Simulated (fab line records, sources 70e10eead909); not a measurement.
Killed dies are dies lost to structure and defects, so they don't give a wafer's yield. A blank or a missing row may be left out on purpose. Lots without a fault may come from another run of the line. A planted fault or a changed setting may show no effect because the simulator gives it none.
fab line records | flow nand_harc
record lots=12 wafers=36 last_day=33
route steps=1302 shown P_ZERO_WELL@56 P_STI@88 END@1302
lots that met no fault: from a run of the same line without faults
start_h: hours from the record's first day to the start of the lot's first wafer shown | wait_h: hours since the lot's step before | " the same as in the row above | L1.1+2: a row that stands for several wafers | - no value, or no start given | * or withheld: withheld | < > ~ a bound
route shown NAME@n: a module of which the file shows steps, and the number in the route of the first | usual: mean/standard deviation of fault-free wafers | same: alike in all rows | chamber/n: place in a boat | sites: the reading at each site | _std_site: their standard deviation | _edge_site: outer sites' mean less inner sites' | radius_mm: how far each site lies from the wafer's centre | mask NAME#n: copy n | behind: the tool/chamber that last shaped the wafer | hold: why the lot was held/for how many hours/how that ended | device: the transistor (n, p or np) that didn't switch | end of line: the same wafers' tests at the end of the route | a step without rows: its recipe alone | killed: dies lost to structure and defects at the first sort, not the wafer's yield | map: a wafer's dies, x killed, . not, _ none there
set.NAME: the setting as run; set.NAME@STEP: as run at that earlier step | model.NAME: the simulator's own value behind a step, which no gauge read
steps of the route over a sample of lots; a table a step, a row a wafer
services: from which hour (start_h, from the record's first day; less than 0 if before it) a tool's chamber was out of use, for how many hours, and why
## steps
# step NHARC_P_ZERO_WELL_EXPOSE_49
# recipe na=0.6 target_cd_nm=2000 dose_mj=22.64 mask_id=P_HVPW
# columns lot.wafer tool chamber start_h wait_h mask
L428.2+5+6 krf_scanner-02 0 35.33 - P_HVPW#0
L429.2+5+6 krf_scanner-03 0 45.46 - P_HVPW#0
L431.3+4+6 krf_scanner-04 0 65.61 - P_HVPW#0
L432.1+2+3 krf_scanner-03 0 75.53 - P_HVPW#0
L433.1+3+5 krf_scanner-04 0 85.98 - P_HVPW_R1#0
L434.2+3+5 krf_scanner-04 0 95.60 - P_HVPW#0
L442.1+3+6 krf_scanner-02 0 175.56 - P_HVPW#0
L443.2+3+6 krf_scanner-03 0 186.31 - P_HVPW#0
L445.4+5+6 krf_scanner-03 0 205.39 - P_HVPW#0
L446.2+3+6 krf_scanner-04 0 215.81 - P_HVPW#0
L447.1+3+4 krf_scanner-02 0 225.75 - P_HVPW#0
L450.1+2+5 krf_scanner-04 0 255.71 - P_HVPW#0
# step NHARC_P_ZERO_WELL_CD_MEAS_52
# recipe target_cd_nm=2000 landing_energy_ev=500
# usual cd_nm=2000.3/2.4
# same landing_energy_ev=500
# columns lot.wafer tool chamber start_h wait_h cd_nm
L428.2 cd_sem-02 0 35.48 - 2004.1
L428.5 " 0 " " 2001.6
L428.6 " 0 " " 2001.9
L429.2 cd_sem-03 0 45.61 - 1998.7
L429.5 " 0 " " 2005.6
L429.6 " 0 " " 1998.1
L431.3 cd_sem-03 0 65.77 - 1998.8
L431.4 " 0 " " 1999.6
L431.6 " 0 " " 2001.3
L432.1 cd_sem-03 0 75.69 - 2004.0
L432.2 " 0 " " 1997.7
L432.3 " 0 " " 2001.1
L433.1 cd_sem-03 0 86.14 - 1904.2
L433.3 " 0 " " 1898.0
L433.5 " 0 " " 1902.0
L434.2 cd_sem-01 0 95.75 - 1996.2
L434.3 " 0 " " 2003.4
L434.5 " 0 " " 2004.7
L442.1 cd_sem-02 0 175.72 - 1997.7
L442.3 " 0 " " 1997.3
L442.6 " 0 " " 2003.8
L443.2 cd_sem-02 0 186.46 - 2004.0
L443.3 " 0 " " 1997.2
L443.6 " 0 " " 2001.6
L445.4 cd_sem-02 0 205.54 - 1998.5
L445.5 " 0 " " 1995.3
L445.6 " 0 " " 2003.7
L446.2 cd_sem-03 0 215.97 - 2001.6
L446.3 " 0 " " 2000.3
L446.6 " 0 " " 2002.7
L447.1 cd_sem-03 0 225.91 - 1998.9
L447.3 " 0 " " 1998.1
L447.4 " 0 " " 2000.6
L450.1 cd_sem-02 0 255.86 - 2000.3
L450.2 " 0 " " 1998.6
L450.5 " 0 " " 2003.0
# step NHARC_P_STI_ETCH_42
# recipe target_depth_a=800 overetch_a=240 time_s=61 ion_energy_ev=200 n2_flow_sccm=150 h2_flow_sccm=150 ar_flow_sccm=0 rf_w=400 bias_w=150 chemistry=N2/H2
# usual drypump_motor_current_A=5.8/0.42 oes_product_au=0.989/0.011 rf_vpp_V=430.3/2.5 showerhead_plenum_p_Torr=2.04/0.089 throttle_valve_pct=14.172/0.0092
# columns lot.wafer tool chamber start_h wait_h drypump_motor_current_A oes_product_au rf_hours_counter_h rf_vpp_V showerhead_plenum_p_Torr throttle_valve_pct
L428.2 rie_diel-08 3 57.43 0.1 5.6 0.953 3.4 428.8 2.03 14.163
L428.5 " 1 " " 5.3 0.983 - 426.9 1.96 14.174
L428.6 " 2 " " 6.2 0.984 - 435.8 2.19 14.170
L429.2 rie_diel-09 2 67.84 0.1 5.7 0.997 4.9 428.7 1.99 14.159
L429.6 " 2 " " 5.7 0.979 - 428.9 1.99 14.179
L429.5 " 3 " " 6.0 0.987 - 433.3 2.16 14.176
L431.4 rie_diel-08 0 84.30 0.1 5.0 0.992 6.1 430.5 2.03 14.160
L431.3 " 1 " " 5.3 0.993 6.1 429.7 1.96 14.150
L431.6 " 3 " " 5.6 0.978 - 429.8 2.03 14.161
L432.2 rie_diel-05 3 93.71 0.1 6.0 0.991 1.3 431.6 2.09 14.168
L432.3 " 0 " " 5.4 0.980 2.7 431.7 2.09 14.187
L432.1 " 2 " " 6.2 0.995 2.0 427.6 1.91 14.177
L433.1 rie_diel-05 3 103.47 0.1 6.0 1.000 1.5 431.9 2.09 14.167
L433.3 " 1 " " 6.1 0.977 2.5 432.0 2.10 14.167
L433.5 " 0 " " 5.4 0.978 - 430.2 2.09 14.159
L434.2 rie_diel-08 3 113.63 0.1 5.6 0.986 9.4 431.3 2.03 14.166
L434.3 " 1 " " 5.3 1.013 9.0 427.3 1.96 14.186
L434.5 " 1 " " 5.3 1.003 - 429.1 1.96 14.177
L442.1 rie_diel-05 0 195.10 0.1 5.4 0.973 8.0 432.5 2.09 14.190
L442.3 " 1 " " 6.1 0.970 7.4 432.3 2.10 14.161
L442.6 " 3 " " 6.0 0.994 - 431.2 2.09 14.163
L443.2 rie_diel-08 1 209.34 0.1 5.3 0.977 0.6 429.5 1.96 14.175
L443.3 " 2 " " 6.2 1.008 0.7 434.8 2.18 14.157
L443.6 " 1 " " 5.3 0.980 - 427.8 1.96 14.183
L445.4 rie_diel-09 1 222.59 0.1 5.2 1.018 4.4 426.2 1.90 14.174
L445.5 " 0 " " 6.4 1.006 - 429.4 1.99 14.170
L445.6 " 1 " " 5.2 1.006 - 425.8 1.89 14.174
L446.3 rie_diel-05 0 239.49 0.1 5.4 0.979 0.0 432.9 2.09 14.170
L446.2 " 3 " " 6.0 0.992 0.0 431.3 2.09 14.166
L446.6 " 1 " " 6.2 0.988 - 431.8 2.10 14.178
L447.3 rie_diel-09 0 252.66 0.1 6.4 0.994 5.3 430.6 1.98 14.191
L447.1 " 2 " " 5.8 0.990 5.1 428.8 1.99 14.163
L447.4 " 3 " " 6.0 0.980 4.8 433.7 2.16 14.163
L450.1 rie_diel-08 0 272.77 0.1 5.0 0.999 7.0 429.6 2.03 14.156
L450.2 " 3 " " 5.6 0.994 7.9 430.6 2.02 14.165
L450.5 " 1 " " 5.3 1.003 - 428.3 1.96 14.176
# step NHARC_P_STI_ETCH_31
# recipe target_depth_a=1089 time_s=54.5 cf4_flow_sccm=100 chf3_flow_sccm=30 ar_flow_sccm=0 rf_w=500 bias_w=200 chemistry=CF4/CHF3
# usual drypump_motor_current_A=5.8/0.42 oes_product_au=0.949/0.019 rf_vpp_V=370.4/2.3 showerhead_plenum_p_Torr=1.57/0.064 throttle_valve_pct=16.803/0.011
# columns lot.wafer tool chamber start_h wait_h drypump_motor_current_A oes_product_au rf_hours_counter_h rf_vpp_V showerhead_plenum_p_Torr throttle_valve_pct
L428.2 rie_diel-08 2 - - 6.2 0.956 3.2 373.3 1.68 16.779
L428.6 " 0 " " 5.0 0.975 - 370.2 1.57 16.795
L428.5 " 1 " " 5.3 0.965 - 369.1 1.52 16.821
L429.2 rie_diel-09 2 - - 5.7 0.976 4.9 368.3 1.54 16.804
L429.6 " 3 " " 6.0 0.968 - 372.1 1.66 16.812
L429.5 " 0 " " 6.4 0.969 - 368.2 1.54 16.801
L431.4 rie_diel-08 2 - - 6.2 0.956 6.3 373.8 1.68 16.777
L431.3 " 0 " " 5.0 0.963 6.1 370.1 1.57 16.783
L431.6 " 2 " " 6.2 0.952 - 374.0 1.68 16.807
L432.2 rie_diel-05 0 - - 5.4 0.958 2.7 372.5 1.61 16.795
L432.1 " 1 " " 6.1 0.957 2.3 373.0 1.62 16.807
L432.3 " 2 " " 6.2 0.949 2.0 368.0 1.48 16.804
L433.3 rie_diel-05 0 - - 5.4 0.944 2.9 370.5 1.61 16.781
L433.1 " 2 " " 6.1 0.965 2.2 367.2 1.48 16.805
L433.5 " 1 " " 6.1 0.937 - 371.8 1.62 16.792
L434.3 rie_diel-08 2 - - 6.2 0.954 9.3 374.7 1.68 16.813
L434.2 " 3 " " 5.6 0.941 9.4 371.4 1.56 16.795
L434.5 " 3 " " 5.6 0.930 - 370.9 1.56 16.787
L442.1 rie_diel-05 1 - - 6.1 0.941 7.4 371.5 1.61 16.812
L442.3 " 3 " " 6.0 0.955 6.0 372.2 1.61 16.793
L442.6 " 1 " " 6.2 0.938 - 370.7 1.61 16.804
L443.2 rie_diel-08 1 - - 5.3 0.953 0.6 368.4 1.51 16.812
L443.3 " 0 " " 5.0 0.958 1.4 370.7 1.57 16.794
L443.6 " 1 " " 5.3 0.947 - 368.8 1.51 16.800
L445.4 rie_diel-09 1 - - 5.2 0.991 4.5 367.0 1.47 16.812
L445.5 " 3 " " 6.0 0.956 - 374.8 1.66 16.800
L445.6 " 0 " " 6.3 0.964 - 369.4 1.53 16.814
L446.2 rie_diel-05 1 - - 6.1 0.960 0.0 372.8 1.61 16.799
L446.3 " 0 " " 5.4 0.949 0.0 372.3 1.61 16.805
L446.6 " 1 " " 6.1 0.956 - 371.3 1.61 16.795
L447.4 rie_diel-09 0 - - 6.3 0.930 5.3 368.4 1.53 16.835
L447.3 " 1 " " 5.2 0.927 5.3 367.4 1.47 16.832
L447.1 " 3 " " 6.0 0.920 4.9 372.8 1.66 16.811
L450.2 rie_diel-08 2 - - 6.2 0.948 5.6 373.0 1.67 16.815
L450.1 " 3 " " 5.6 0.931 7.9 370.4 1.56 16.818
L450.5 " 0 " " 5.0 0.927 - 370.9 1.57 16.805
# step NHARC_P_STI_CMP_21
# recipe t_overpolish_s=20 target_thk_nm=380.67
# usual motor_current_A=12.7/1.4 overpolish_run_s=19.999/0.0086
# columns lot.wafer tool chamber start_h wait_h motor_current_A overpolish_run_s
L428.2 cmp-03 0 79.86 0.4 12.9 20.004
L428.6 " 2 " " 13.3 20.012
L428.5 " 3 " " 10.3 19.988
L429.2 cmp-04 2 89.13 0.4 13.9 20.001
L429.6 " 1 " " 13.1 19.990
L429.5 " 2 " " 13.0 20.014
L431.3 cmp-01 3 104.44 0.4 15.0 20.009
L431.4 " 0 " " 11.8 19.995
L431.6 " 0 " " 12.0 19.994
L432.3 cmp-03 2 111.19 0.4 12.3 20.002
L432.1 " 3 " " 10.3 20.004
L432.2 " 0 " " 13.3 19.999
L433.1 cmp-04 3 121.22 0.4 13.5 20.011
L433.3 " 0 " " 10.2 19.998
L433.5 " 0 " " 10.3 20.008
L434.2 cmp-01 3 132.45 0.4 13.9 19.998
L434.3 " 2 " " 12.4 19.996
L434.5 " 3 " " 14.9 19.995
L442.3 cmp-03 2 217.42 0.4 13.0 20.009
L442.1 " 0 " " 13.1 19.991
L442.6 " 2 " " 12.5 19.988
L443.3 cmp-03 3 239.26 0.4 10.9 19.998
L443.2 " 1 " " 13.9 19.984
L443.6 " 2 " " 12.3 20.016
L445.4 cmp-03 0 249.50 0.4 13.1 19.997
L445.6 " 0 " " 12.9 20.004
L445.5 " 1 " " 15.0 19.990
L446.3 cmp-03 0 259.45 0.4 12.7 20.003
L446.2 " 1 " " 14.5 20.008
L446.6 " 1 " " 14.0 20.014
L447.3 cmp-01 1 273.89 0.4 11.3 19.988
L447.4 " 2 " " 11.6 20.001
L447.1 " 0 " " 11.9 19.987
L450.2 cmp-03 2 292.25 0.4 12.6 19.987
L450.1 " 0 " " 13.5 20.017
L450.5 " 2 " " 13.2 20.002
# step NHARC_END_SORT_01
# recipe temp_c=25
# usual killed_at_array=61/24 killed_at_other=1.2/1.3 killed_at_periphery=3.7/2.6 killed_dies=66/23 killed_open=3.3/1.8 killed_short=2.4/1.6
# same gross_dies=677
# columns lot.wafer tool chamber start_h wait_h killed_at_array killed_at_other killed_at_periphery killed_dies killed_open killed_short
L442.1 prober-02 0 709.59 2.5 75 2 4 81 4 3
L442.6 prober-02 0 713.60 4.0 83 0 3 86 3 2
# killed by level:class
L442.1 A_CHANNEL_HOLE_D1:chamber_film_flake=34 A_CHANNEL_HOLE_D2:chamber_film_flake=23 A_CONTACT:chamber_film_flake=10 A_ZERO_WELL:chamber_film_flake=2 THIN_TSV:chamber_film_flake=2 P_GATE:geometric_particle:open=1 A_ONON_D2:geometric_particle:short=1 A_CHANNEL_FILL_D2:geometric_particle:short=1
L442.6 A_CHANNEL_HOLE_D1:chamber_film_flake=37 A_CHANNEL_HOLE_D2:chamber_film_flake=25 A_CONTACT:chamber_film_flake=12 P_CONTACT:geometric_particle:open=1 A_SOURCE_PLATE:geometric_particle:open=1 A_ONON_D1:geometric_particle:short=1 A_CHANNEL_FILL_D1:geometric_particle:short=1 A_DECK1_JOINT:geometric_particle:open=1
## services
# columns tool chamber start_h hours kind
rie_diel-08 - 13.80 9.0 pm
cmp-03 - 17.48 1.3 repair
rie_diel-05 - 52.65 9.0 pm
cmp-03 - 64.11 4.0 pm
rie_diel-05 3 66.49 4.2 repair
rie_diel-05 - 66.62 2.5 repair
rie_diel-05 3 71.03 4.6 repair
rie_diel-05 - 75.74 11.0 repair
rie_diel-08 0 103.35 87.9 repair
cmp-03 - 104.18 3.3 repair
cmp-03 - 108.88 0.5 repair
rie_diel-05 1 115.30 2.9 repair
rie_diel-05 - 149.66 0.5 repair
rie_diel-05 3 153.49 5.2 repair
rie_diel-08 2 157.24 47.7 repair
cmp-03 - 162.14 4.0 pm
rie_diel-05 - 180.08 0.2 repair
rie_diel-08 - 190.80 9.0 pm
rie_diel-05 0 202.32 6.7 repair
rie_diel-08 2 220.81 3.7 repair
rie_diel-05 - 229.92 9.0 pm
rie_diel-08 2 235.95 8.1 repair
rie_diel-05 1 239.71 17.7 repair
rie_diel-05 2 244.97 7.2 repair
## key
first_sign step=NHARC_P_ZERO_WELL_EXPOSE_49 reading=mask direction=changed
effect step=NHARC_P_ZERO_WELL_CD_MEAS_52 reading=cd_nm direction=down sigmas=42 usual=2000.3 struck=1901.4
met_at NHARC_P_ZERO_WELL_EXPOSE_49
struck_lots L433
tester_left_out L433
not_acting_at NHARC_P_STI_ETCH_42,NHARC_P_STI_ETCH_31,NHARC_P_STI_CMP_21
onset_between 65.61 85.98
fault kind=wrong_mask tool=any chamber=- onset_h=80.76 steps=NHARC_P_ZERO_WELL_EXPOSE_49 aux_copy=P_HVPW_R1#0 cd_offset_nm=-96.428 scope=struck_lots_only
# tester_left_out: of these lots the tester's yield and bins aren't shown, on N5 and GAA mostly nor the transistor test; their killed dies are dies lost to structure and defects alone, not to doping, threshold or leakage, so they don't give the yield
